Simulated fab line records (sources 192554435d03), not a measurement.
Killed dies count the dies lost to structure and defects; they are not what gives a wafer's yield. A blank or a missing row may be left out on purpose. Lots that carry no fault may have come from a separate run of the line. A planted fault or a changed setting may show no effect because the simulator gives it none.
Split-lot experiment || flow n5Finfet || route with 1938 steps; 7 lots, 39 wafers read

ON THE SPLIT
At N5_MOL_CONTACT_COAG_SPUTTER_130 (material Co, target thk 47.5 nm), the setting powerW was moved away from the recipe's 3000 W on 9 of the 39 wafers read, by -16.9% to +6.2%. The other wafers ran this setting at the recipe's value.

The reading is taken at the split's own step.

THE READING
Co_of_MOL_CONTACT_COAG_SPUTTER_130.thkNm (the simulator's own value, which no gauge read), in nm, at N5_MOL_CONTACT_COAG_SPUTTER_130 (material Co, target thk 47.5 nm). The file does not state a usual value for it. Here, 30 wafers ran the recipe; their average is 47.7 nm with a standard deviation of 0.45 nm.

{"wafer": "L078.1", "tool, chamber at the split": "pvdSputter-02, -", "powerW as run, W": 3000, "against the recipe": "recipe", "Co_of_MOL_CONTACT_COAG_SPUTTER_130.thkNm, nm": 47.2, "against lot-mates on the recipe": "-"}
{"wafer": "L078.3", "tool, chamber at the split": "pvdSputter-02, -", "powerW as run, W": 3000, "against the recipe": "recipe", "Co_of_MOL_CONTACT_COAG_SPUTTER_130.thkNm, nm": 47.2, "against lot-mates on the recipe": "-"}
{"wafer": "L078.2", "tool, chamber at the split": "pvdSputter-02, -", "powerW as run, W": 3000, "against the recipe": "recipe", "Co_of_MOL_CONTACT_COAG_SPUTTER_130.thkNm, nm": 47.4, "against lot-mates on the recipe": "-"}
{"wafer": "L078.4", "tool, chamber at the split": "pvdSputter-02, -", "powerW as run, W": 3000, "against the recipe": "recipe", "Co_of_MOL_CONTACT_COAG_SPUTTER_130.thkNm, nm": 47.4, "against lot-mates on the recipe": "-"}
{"wafer": "L078.6", "tool, chamber at the split": "pvdSputter-02, -", "powerW as run, W": 3000, "against the recipe": "recipe", "Co_of_MOL_CONTACT_COAG_SPUTTER_130.thkNm, nm": 47.4, "against lot-mates on the recipe": "-"}
{"wafer": "L078.5", "tool, chamber at the split": "pvdSputter-02, -", "powerW as run, W": 3000, "against the recipe": "recipe", "Co_of_MOL_CONTACT_COAG_SPUTTER_130.thkNm, nm": 47, "against lot-mates on the recipe": "-"}
{"wafer": "L081.1", "tool, chamber at the split": "pvdSputter-01, -", "powerW as run, W": 2753, "against the recipe": "-8.2%", "Co_of_MOL_CONTACT_COAG_SPUTTER_130.thkNm, nm": 44, "against lot-mates on the recipe": -3.7}
{"wafer": "L081.2", "tool, chamber at the split": "pvdSputter-01, -", "powerW as run, W": 2753, "against the recipe": "-8.2%", "Co_of_MOL_CONTACT_COAG_SPUTTER_130.thkNm, nm": 43.6, "against lot-mates on the recipe": -4.1}
{"wafer": "L081.3", "tool, chamber at the split": "pvdSputter-01, -", "powerW as run, W": 3000, "against the recipe": "recipe", "Co_of_MOL_CONTACT_COAG_SPUTTER_130.thkNm, nm": 47.6, "against lot-mates on the recipe": "-"}
{"wafer": "L081.4", "tool, chamber at the split": "pvdSputter-01, -", "powerW as run, W": 3000, "against the recipe": "recipe", "Co_of_MOL_CONTACT_COAG_SPUTTER_130.thkNm, nm": 47.8, "against lot-mates on the recipe": "-"}
{"wafer": "L081.5", "tool, chamber at the split": "pvdSputter-01, -", "powerW as run, W": 3000, "against the recipe": "recipe", "Co_of_MOL_CONTACT_COAG_SPUTTER_130.thkNm, nm": 47.8, "against lot-mates on the recipe": "-"}
{"wafer": "L081.6", "tool, chamber at the split": "pvdSputter-01, -", "powerW as run, W": 2753, "against the recipe": "-8.2%", "Co_of_MOL_CONTACT_COAG_SPUTTER_130.thkNm, nm": 43, "against lot-mates on the recipe": -4.7}
{"wafer": "L083.1", "tool, chamber at the split": "pvdSputter-01, -", "powerW as run, W": 3000, "against the recipe": "recipe", "Co_of_MOL_CONTACT_COAG_SPUTTER_130.thkNm, nm": 48.4, "against lot-mates on the recipe": "-"}
{"wafer": "L083.2", "tool, chamber at the split": "pvdSputter-01, -", "powerW as run, W": 3000, "against the recipe": "recipe", "Co_of_MOL_CONTACT_COAG_SPUTTER_130.thkNm, nm": 48.2, "against lot-mates on the recipe": "-"}
{"wafer": "L083.3", "tool, chamber at the split": "pvdSputter-01, -", "powerW as run, W": 3000, "against the recipe": "recipe", "Co_of_MOL_CONTACT_COAG_SPUTTER_130.thkNm, nm": 48.8, "against lot-mates on the recipe": "-"}
{"wafer": "L083.4", "tool, chamber at the split": "pvdSputter-01, -", "powerW as run, W": 3185, "against the recipe": "+6.2%", "Co_of_MOL_CONTACT_COAG_SPUTTER_130.thkNm, nm": 51, "against lot-mates on the recipe": "+2.5"}
{"wafer": "L083.5", "tool, chamber at the split": "pvdSputter-01, -", "powerW as run, W": 3185, "against the recipe": "+6.2%", "Co_of_MOL_CONTACT_COAG_SPUTTER_130.thkNm, nm": 51.6, "against lot-mates on the recipe": "+3.1"}
{"wafer": "L083.6", "tool, chamber at the split": "pvdSputter-01, -", "powerW as run, W": 3185, "against the recipe": "+6.2%", "Co_of_MOL_CONTACT_COAG_SPUTTER_130.thkNm, nm": 51.6, "against lot-mates on the recipe": "+3.1"}
{"wafer": "L084.1", "tool, chamber at the split": "pvdSputter-02, -", "powerW as run, W": 3000, "against the recipe": "recipe", "Co_of_MOL_CONTACT_COAG_SPUTTER_130.thkNm, nm": 47.4, "against lot-mates on the recipe": "-"}
{"wafer": "L084.2", "tool, chamber at the split": "pvdSputter-02, -", "powerW as run, W": 3000, "against the recipe": "recipe", "Co_of_MOL_CONTACT_COAG_SPUTTER_130.thkNm, nm": 47.8, "against lot-mates on the recipe": "-"}
{"wafer": "L084.3", "tool, chamber at the split": "pvdSputter-02, -", "powerW as run, W": 3000, "against the recipe": "recipe", "Co_of_MOL_CONTACT_COAG_SPUTTER_130.thkNm, nm": 47.6, "against lot-mates on the recipe": "-"}
{"wafer": "L084.4", "tool, chamber at the split": "pvdSputter-02, -", "powerW as run, W": 3000, "against the recipe": "recipe", "Co_of_MOL_CONTACT_COAG_SPUTTER_130.thkNm, nm": 47.6, "against lot-mates on the recipe": "-"}
{"wafer": "L084.6", "tool, chamber at the split": "pvdSputter-02, -", "powerW as run, W": 3000, "against the recipe": "recipe", "Co_of_MOL_CONTACT_COAG_SPUTTER_130.thkNm, nm": 47.6, "against lot-mates on the recipe": "-"}
{"wafer": "L084.5", "tool, chamber at the split": "pvdSputter-02, -", "powerW as run, W": 3000, "against the recipe": "recipe", "Co_of_MOL_CONTACT_COAG_SPUTTER_130.thkNm, nm": 47.2, "against lot-mates on the recipe": "-"}
{"wafer": "L086.2", "tool, chamber at the split": "pvdSputter-02, -", "powerW as run, W": 3000, "against the recipe": "recipe", "Co_of_MOL_CONTACT_COAG_SPUTTER_130.thkNm, nm": 47.2, "against lot-mates on the recipe": "-"}
{"wafer": "L086.3", "tool, chamber at the split": "pvdSputter-02, -", "powerW as run, W": 3000, "against the recipe": "recipe", "Co_of_MOL_CONTACT_COAG_SPUTTER_130.thkNm, nm": 47, "against lot-mates on the recipe": "-"}
{"wafer": "L086.5", "tool, chamber at the split": "pvdSputter-02, -", "powerW as run, W": 3000, "against the recipe": "recipe", "Co_of_MOL_CONTACT_COAG_SPUTTER_130.thkNm, nm": 47.6, "against lot-mates on the recipe": "-"}
{"wafer": "L093.1", "tool, chamber at the split": "pvdSputter-01, -", "powerW as run, W": 2492, "against the recipe": "-16.9%", "Co_of_MOL_CONTACT_COAG_SPUTTER_130.thkNm, nm": 39.8, "against lot-mates on the recipe": -8.1}
{"wafer": "L093.3", "tool, chamber at the split": "pvdSputter-01, -", "powerW as run, W": 2492, "against the recipe": "-16.9%", "Co_of_MOL_CONTACT_COAG_SPUTTER_130.thkNm, nm": 39.8, "against lot-mates on the recipe": -8.1}
{"wafer": "L093.2", "tool, chamber at the split": "pvdSputter-01, -", "powerW as run, W": 2492, "against the recipe": "-16.9%", "Co_of_MOL_CONTACT_COAG_SPUTTER_130.thkNm, nm": 40.4, "against lot-mates on the recipe": -7.5}
{"wafer": "L093.4", "tool, chamber at the split": "pvdSputter-01, -", "powerW as run, W": 3000, "against the recipe": "recipe", "Co_of_MOL_CONTACT_COAG_SPUTTER_130.thkNm, nm": 47.6, "against lot-mates on the recipe": "-"}
{"wafer": "L093.5", "tool, chamber at the split": "pvdSputter-01, -", "powerW as run, W": 3000, "against the recipe": "recipe", "Co_of_MOL_CONTACT_COAG_SPUTTER_130.thkNm, nm": 48.6, "against lot-mates on the recipe": "-"}
{"wafer": "L093.6", "tool, chamber at the split": "pvdSputter-01, -", "powerW as run, W": 3000, "against the recipe": "recipe", "Co_of_MOL_CONTACT_COAG_SPUTTER_130.thkNm, nm": 47.4, "against lot-mates on the recipe": "-"}
{"wafer": "L095.1", "tool, chamber at the split": "pvdSputter-02, -", "powerW as run, W": 3000, "against the recipe": "recipe", "Co_of_MOL_CONTACT_COAG_SPUTTER_130.thkNm, nm": 48.2, "against lot-mates on the recipe": "-"}
{"wafer": "L095.2", "tool, chamber at the split": "pvdSputter-02, -", "powerW as run, W": 3000, "against the recipe": "recipe", "Co_of_MOL_CONTACT_COAG_SPUTTER_130.thkNm, nm": 48.2, "against lot-mates on the recipe": "-"}
{"wafer": "L095.4", "tool, chamber at the split": "pvdSputter-02, -", "powerW as run, W": 3000, "against the recipe": "recipe", "Co_of_MOL_CONTACT_COAG_SPUTTER_130.thkNm, nm": 48.2, "against lot-mates on the recipe": "-"}
{"wafer": "L095.3", "tool, chamber at the split": "pvdSputter-02, -", "powerW as run, W": 3000, "against the recipe": "recipe", "Co_of_MOL_CONTACT_COAG_SPUTTER_130.thkNm, nm": 47.8, "against lot-mates on the recipe": "-"}
{"wafer": "L095.6", "tool, chamber at the split": "pvdSputter-02, -", "powerW as run, W": 3000, "against the recipe": "recipe", "Co_of_MOL_CONTACT_COAG_SPUTTER_130.thkNm, nm": 47.8, "against lot-mates on the recipe": "-"}
{"wafer": "L095.5", "tool, chamber at the split": "pvdSputter-02, -", "powerW as run, W": 3000, "against the recipe": "recipe", "Co_of_MOL_CONTACT_COAG_SPUTTER_130.thkNm, nm": 48, "against lot-mates on the recipe": "-"}

FIT RESULTS
A straight line over all 39 wafers: Co_of_MOL_CONTACT_COAG_SPUTTER_130.thkNm changes by +0.481 nm for each +1% of powerW; r = +0.98; the points scatter about the line by 0.5 nm.
The same after taking each lot's own level away (the mean of its wafers on the recipe; 39 wafers): +0.473 nm for each +1%; r = +0.99; scatter 0.29 nm.
According to that fit, moving powerW by its largest amount changes the reading by 8 nm.
From 47.27 to 48.47 nm: that is the span of the lots' own levels, equal to 2.7 times the standard deviation above.
The two slopes are in agreement: the lot-to-lot level therefore moves the slope only a little.
Check: for one of the wafers moved furthest among these (-16.9%), held out of the fit, the line's prediction against its lot-mates is -8.01 nm. It came out at -8.07 nm against them.

OTHER SPLITS APPLIED TO THESE WAFERS
Note: prior to the reading, these wafers also went through further splits. Each is held against what the fit with the lots' levels taken away leaves over:
{"other split on the same wafers": "N5_ZERO_LAYER_PECVD_02 targetThkA", "wafers away from the commonest value": 15, "r with Co_of_MOL_CONTACT_COAG_SPUTTER_130.thkNm (lot level and that fit taken away)": -0.06}
{"other split on the same wafers": "N5_FIN_CUT_EXPOSE_05 doseMj", "wafers away from the commonest value": 18, "r with Co_of_MOL_CONTACT_COAG_SPUTTER_130.thkNm (lot level and that fit taken away)": "+0.13"}
{"other split on the same wafers": "N5_DUMMY_GATE_ETCH_37 sourceW", "wafers away from the commonest value": 9, "r with Co_of_MOL_CONTACT_COAG_SPUTTER_130.thkNm (lot level and that fit taken away)": "+0.10"}
{"other split on the same wafers": "N5_HKMG_FIN_ETCH_35 biasW", "wafers away from the commonest value": 12, "r with Co_of_MOL_CONTACT_COAG_SPUTTER_130.thkNm (lot level and that fit taken away)": "+0.26"}

THE FILE'S OWN FIT
Co_of_MOL_CONTACT_COAG_SPUTTER_130.thkNm changes by +0.474 nm for each +1% of powerW, r = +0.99.
